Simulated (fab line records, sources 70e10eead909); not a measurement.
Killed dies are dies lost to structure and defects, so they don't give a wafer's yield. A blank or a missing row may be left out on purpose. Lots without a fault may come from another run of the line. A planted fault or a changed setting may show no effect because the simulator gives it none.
Which tool did it? | flow nand_harc | 12 lots, 36 wafers sampled, at 4 steps of a route of 1159

WHAT THE GAUGES READ, wafer by wafer
The record holds no reading of a measuring or inspecting step that can be judged against a usual standard deviation.

WHICH TOOL RAN EACH LOT (tool, then ch and the chambers of the sampled wafers, then the start)
lot  | NHARC_A_SLIT_ETCH_29               | NHARC_A_WL_FILL_STRIP_27             | NHARC_A_WL_FILL_ETCHBACK_26      | NHARC_A_CONTACT_DEP_28
L653 | rie_diel-05 ch 0,2,3, day 14 07:56 | plasma_asher-01 ch 0,1, day 14 22:52 | rie_si-05 ch 1,2, day 15 17:18   | acl_dep-01 ch 0, day 16 03:45
L652 | rie_diel-05 ch 0,2, day 14 19:20   | plasma_asher-01 ch 0,1, day 15 09:06 | rie_si-04 ch 0,2,3, day 16 00:37 | acl_dep-02 ch 0, day 16 19:10
L655 | rie_diel-12 ch 0,2,3, day 15 07:16 | plasma_asher-02 ch 0,1, day 15 21:17 | rie_si-04 ch 0,1,3, day 16 12:44 | acl_dep-01 ch 0, day 17 05:11
L656 | rie_diel-03 ch 0,1,2, day 15 16:44 | plasma_asher-01 ch 0,1, day 16 09:38 | rie_si-05 ch 2,3, day 16 22:31   | acl_dep-02 ch 0, day 17 14:49
L659 | rie_diel-05 ch 0,1,3, day 15 22:05 | plasma_asher-01 ch 0,1, day 16 18:02 | rie_si-01 ch 1,2,3, day 17 09:01 | acl_dep-01 ch 0, day 18 00:40
L658 | rie_diel-03 ch 0,1,3, day 15 23:47 | plasma_asher-02 ch 0,1, day 16 20:51 | rie_si-05 ch 0,1, day 17 09:01   | acl_dep-01 ch 0, day 17 22:28
L663 | rie_diel-05 ch 0,1,3, day 17 04:35 | plasma_asher-02 ch 0,1, day 18 01:11 | rie_si-04 ch 0,1,2, day 18 19:38 | acl_dep-01 ch 0, day 19 03:16
L662 | rie_diel-05 ch 0,1, day 17 06:16   | plasma_asher-01 ch 0,1, day 18 03:30 | rie_si-05 ch 0,1,2, day 18 19:38 | acl_dep-03 ch 0, day 19 09:53
L671 | rie_diel-12 ch 0,1,3, day 19 04:31 | plasma_asher-01 ch 0,1, day 19 20:18 | rie_si-04 ch 1,2,3, day 20 11:39 | acl_dep-02 ch 0, day 21 00:07
L670 | rie_diel-05 ch 0,3, day 19 04:50   | plasma_asher-02 ch 1, day 19 20:27   | rie_si-05 ch 0,2,3, day 20 11:38 | acl_dep-03 ch 0, day 20 23:29
L673 | rie_diel-12 ch 0,1, day 19 17:25   | plasma_asher-02 ch 0,1, day 20 07:43 | rie_si-04 ch 0,2,3, day 20 23:23 | acl_dep-01 ch 0, day 21 11:08
L672 | rie_diel-03 ch 1,2,3, day 19 18:58 | plasma_asher-01 ch 0, day 20 10:24   | rie_si-01 ch 0,1,2, day 20 23:24 | acl_dep-02 ch 0, day 21 06:52
- NHARC_A_SLIT_ETCH_29: etches the open film in CF4/O2, target depth 100 nm, overetch 10 nm, time 55 s.
- NHARC_A_WL_FILL_STRIP_27: strips in N2/H2, time 20 s.
- NHARC_A_WL_FILL_ETCHBACK_26: etches the open film in HBr, target depth 52 nm, time 13.3 s.
- NHARC_A_CONTACT_DEP_28: deposits aC, target thk 3600 nm.

WHAT THE TOOLS THEMSELVES READ (means of the sampled wafers that have a number; where no wafer has one, the mark that the record gives instead)
NHARC_A_SLIT_ETCH_29.
lot  | tool        | drypump_motor_current_A (A) | oes_o_777_au (a.u.) | oes_product_au (a.u.) | rf_vpp_V (V) | showerhead_plenum_p_Torr (Torr) | throttle_valve_pct (%)
L653 | rie_diel-05 | 5.7                         | 0.998               | 1.011                 | 198.0        | 1.38                            | 13.393
L652 | rie_diel-05 | 5.6                         | 0.997               | 1.015                 | 198.2        | 1.38                            | 13.400
L655 | rie_diel-12 | 5.5                         | 0.999               | 1.004                 | 197.4        | 1.29                            | 13.398
L656 | rie_diel-03 | 5.3                         | 1.001               | 1.004                 | 199.7        | 1.40                            | 13.400
L659 | rie_diel-05 | 6.4                         | 0.996               | 0.992                 | 198.4        | 1.34                            | 13.390
L658 | rie_diel-03 | 5.2                         | 1.002               | 1.014                 | 197.7        | 1.36                            | 13.402
L663 | rie_diel-05 | 6.4                         | 1.003               | 1.005                 | 197.4        | 1.34                            | 13.402
L662 | rie_diel-05 | 6.5                         | 1.009               | 0.997                 | 197.9        | 1.34                            | 13.398
L671 | rie_diel-12 | 5.8                         | 1.000               | 0.996                 | 196.1        | 1.29                            | 13.397
L670 | rie_diel-05 | 6.4                         | 0.998               | 1.000                 | 197.4        | 1.34                            | 13.397
L673 | rie_diel-12 | 6.1                         | 1.001               | 0.996                 | 196.3        | 1.28                            | 13.398
L672 | rie_diel-03 | 5.5                         | 1.000               | 1.008                 | 198.4        | 1.36                            | 13.396

NHARC_A_WL_FILL_STRIP_27.
lot  | tool            | drypump_motor_current_A (A) | heater_power_w (W)
L653 | plasma_asher-01 | 5.1                         | 394
L652 | plasma_asher-01 | 5.5                         | 390
L655 | plasma_asher-02 | 6.3                         | 341
L656 | plasma_asher-01 | 5.4                         | 387
L659 | plasma_asher-01 | 5.1                         | 402
L658 | plasma_asher-02 | 6.3                         | 350
L663 | plasma_asher-02 | 6.3                         | 355
L662 | plasma_asher-01 | 5.5                         | 386
L671 | plasma_asher-01 | 5.5                         | 388
L670 | plasma_asher-02 | 5.8                         | 325
L673 | plasma_asher-02 | 6.0                         | 338
L672 | plasma_asher-01 | 5.8                         | 375

NHARC_A_WL_FILL_ETCHBACK_26.
lot  | tool      | drypump_motor_current_A (A) | oes_product_au (a.u.) | throttle_valve_pct (%)
L653 | rie_si-05 | 5.8                         | 1.002                 | 23.270
L652 | rie_si-04 | 5.5                         | 1.014                 | 23.260
L655 | rie_si-04 | 5.4                         | 0.997                 | 23.270
L656 | rie_si-05 | 5.9                         | 0.998                 | 23.273
L659 | rie_si-01 | 5.7                         | 0.996                 | 23.269
L658 | rie_si-05 | 6.5                         | 0.995                 | 23.269
L663 | rie_si-04 | 5.8                         | 1.009                 | 23.267
L662 | rie_si-05 | 6.1                         | 1.004                 | 23.269
L671 | rie_si-04 | 5.3                         | 1.005                 | 23.256
L670 | rie_si-05 | 6.1                         | 0.936                 | 23.262
L673 | rie_si-04 | 5.5                         | 1.014                 | 23.276
L672 | rie_si-01 | 5.8                         | 0.988                 | 23.262

NHARC_A_CONTACT_DEP_28.
lot  | tool       | throttle_valve_pct (%)
L653 | acl_dep-01 | 34.992
L652 | acl_dep-02 | 35.001
L655 | acl_dep-01 | 35.004
L656 | acl_dep-02 | 35.003
L659 | acl_dep-01 | 34.995
L658 | acl_dep-01 | 35.007
L663 | acl_dep-01 | 34.994
L662 | acl_dep-03 | 35.004
L671 | acl_dep-02 | 35.001
L670 | acl_dep-03 | 34.993
L673 | acl_dep-01 | 34.998
L672 | acl_dep-02 | 34.998

THE ANSWER, worked out from the rows above alone
Rule: what is usual is taken from the lots themselves. Put in order of their means at a reading, lots are off if they are a third of the lots or fewer, leave a main group of 4 or more, and stand apart from it by a gap of 3 or more times the standard deviation of the main group's means; of several such gaps the widest counts. A main group whose means are all the same, to the digits that the tables above print for the reading, isn't used. A lot without any number at a reading at which 4 lots or more have one is off too. The other lots that the step has rows for count as sound. The gauges are gone through in route order, then the tools' own readings, and for those a lot's mean is taken as printed above. The first step at which some lot is off is used, and at that step the reading that is off furthest; a lot without a number counts as furthest.
Off: L670, at NHARC_A_WL_FILL_ETCHBACK_26 (oes_product_au). The main group: mean 1.002 a.u., standard deviation 0.0078.
A tool fits if, at that step or a process step before it, it ran every lot that is off, and no sound lot after the first of them. Can't be told from this: 2 tools fit, rie_diel-05 at NHARC_A_SLIT_ETCH_29, rie_si-05 at NHARC_A_WL_FILL_ETCHBACK_26.

WHAT THE SIMULATOR HAD PUT IN
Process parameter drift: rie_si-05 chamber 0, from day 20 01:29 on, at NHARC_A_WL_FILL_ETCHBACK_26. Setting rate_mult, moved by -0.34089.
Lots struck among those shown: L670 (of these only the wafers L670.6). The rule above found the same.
